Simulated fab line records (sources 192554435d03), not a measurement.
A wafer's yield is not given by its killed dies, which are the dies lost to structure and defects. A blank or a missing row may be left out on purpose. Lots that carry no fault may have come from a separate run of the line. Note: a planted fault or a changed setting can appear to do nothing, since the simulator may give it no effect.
Tool commonality check ; flow n5Finfet ; 9 lots and 26 wafers in the sample

## WHY IT WAS OPENED
On 2 of the 9 lots, a flag is raised at N5_SD_EPI_P_INSPECT_26 on the reading rawDefectCount. No-fault wafers: 177, standard deviation 42.
Rule: flag the lot when none of its wafers has a number, or when each of its wafers that has one lies beyond 4 standard deviations from that mean. The rest of the lots are taken to be sound.

lot;measured;on;rawDefectCount, wafer by wafer;flag
L680;day 3 14:33;defectInspect-02;136 236 131;
L683;day 4 10:19;defectInspect-01;191 212 197;
L684;day 4 14:32;defectInspect-02;152 135 152;
L686;day 5 09:05;defectInspect-01;169 158 180;
L691;day 6 14:56;defectInspect-02;1501 1599 1534;FLAGGED
L692;day 6 17:56;defectInspect-01;1509 1649 1623;FLAGGED
L695;day 7 10:14;defectInspect-01;194 154;
L700;day 8 20:02;defectInspect-01;158 184 222;
L702;day 9 05:58;defectInspect-01;286 203 175;
The mean of the flagged lots' numbers is 1569, +1392 from the usual (+33 standard deviations).

## EACH LOT AND THE TOOL IT RAN ON
The record holds 3 process steps before the reading, out of a route of 1938 steps. In each cell: the tool, then ch and the chambers that the sampled wafers went through, then the start.
lot;flag;N5_SD_EPI_P_ETCH_47;N5_SD_EPI_P_ETCH_16;N5_SD_EPI_P_SD_RECESS_17
L680;;rieDiel-03 ch 0,2,3, day 3 11:21;rieDiel-03 ch 0,2,3, day 3 11:27;rieSi-06 ch 0,1, day 3 11:31
L683;;rieDiel-06 ch 0,1,2, day 4 07:07;rieDiel-06 ch 0,1,2, day 4 07:13;rieSi-05 ch 1,2, day 4 07:17
L684;;rieDiel-03 ch 0,2,3, day 4 11:20;rieDiel-03 ch 0,2,3, day 4 11:26;rieSi-06 ch 0,1,2, day 4 11:30
L686;;rieDiel-06 ch 0,3, day 5 05:53;rieDiel-06 ch 0,3, day 5 05:59;rieSi-06 ch 1,3, day 5 06:03
L691;FLAGGED;rieDiel-03 ch 2,3, day 6 10:53;rieDiel-03 ch 2,3, day 6 10:59;rieSi-06 ch 1,2, day 6 11:04
L692;FLAGGED;rieDiel-03 ch 1,3, day 6 14:44;rieDiel-03 ch 1,3, day 6 14:50;rieSi-06 ch 0,1,2, day 6 14:54
L695;;rieDiel-06 ch 1,3, day 7 07:01;rieDiel-06 ch 1,3, day 7 07:07;rieSi-04 ch 2,3, day 7 07:11
L700;;rieDiel-06 ch 0,2, day 8 16:50;rieDiel-06 ch 0,2, day 8 16:56;rieSi-04 ch 0,3, day 8 17:01
L702;;rieDiel-02 ch 1,3, day 9 02:46;rieDiel-02 ch 1,3, day 9 02:52;rieSi-06 ch 0,1,3, day 9 02:56
What the steps here do:
- N5_SD_EPI_P_ETCH_47: etches SiOCN in CH3F/O2, target depth 25 nm.
- N5_SD_EPI_P_ETCH_16: etches SiO2 in CHF3/O2, target depth 5 nm.
- N5_SD_EPI_P_SD_RECESS_17: chemistry HBr/Cl2/O2, target depth 39.1 nm, bt time 3 s.
- N5_SD_EPI_P_INSPECT_26: inspects for defects (darkfield).

## FLAGGED AGAINST TOTAL, ONE TOOL AT A TIME (gauges that did the reading follow at the end)
step;tool;lots run;flagged;share of the flagged lots;sound lots run after its first flagged lot
N5_SD_EPI_P_ETCH_47;rieDiel-02;1;0;none;-
N5_SD_EPI_P_ETCH_47;rieDiel-03;4;2;all;0
N5_SD_EPI_P_ETCH_47;rieDiel-06;4;0;none;-
N5_SD_EPI_P_ETCH_16;rieDiel-02;1;0;none;-
N5_SD_EPI_P_ETCH_16;rieDiel-03;4;2;all;0
N5_SD_EPI_P_ETCH_16;rieDiel-06;4;0;none;-
N5_SD_EPI_P_SD_RECESS_17;rieSi-04;2;0;none;-
N5_SD_EPI_P_SD_RECESS_17;rieSi-05;1;0;none;-
N5_SD_EPI_P_SD_RECESS_17;rieSi-06;6;2;all;1 (L702)
N5_SD_EPI_P_INSPECT_26;defectInspect-01;6;1;some;3 (L695,L700,L702)
N5_SD_EPI_P_INSPECT_26;defectInspect-02;3;1;some;0

## THE TABLE: WHAT IT ALLOWS
rieDiel-03 at N5_SD_EPI_P_ETCH_47, rieDiel-03 at N5_SD_EPI_P_ETCH_16 and rieSi-06 at N5_SD_EPI_P_SD_RECESS_17: these 3 rows of the table ran every flagged lot.
- rieDiel-03 at N5_SD_EPI_P_ETCH_47 ran 4 lots, 2 of them flagged. Last sound lot L684 at day 4 11:20, first flagged lot L691 at day 6 10:53; a fault beginning in between fits.
- rieDiel-03 at N5_SD_EPI_P_ETCH_16 ran 4 lots, 2 of them flagged. Last sound lot L684 at day 4 11:26, first flagged lot L691 at day 6 10:59; a fault beginning in between fits.
- rieSi-06 at N5_SD_EPI_P_SD_RECESS_17 ran 6 lots, 2 of them flagged. After the first flagged lot (L702), sound lots still ran on it; a lasting fault on the whole tool would not permit that.
rieDiel-03 at N5_SD_EPI_P_ETCH_47 and N5_SD_EPI_P_ETCH_16 is the single tool remaining.

## WHAT THE SIMULATOR HAD PUT IN
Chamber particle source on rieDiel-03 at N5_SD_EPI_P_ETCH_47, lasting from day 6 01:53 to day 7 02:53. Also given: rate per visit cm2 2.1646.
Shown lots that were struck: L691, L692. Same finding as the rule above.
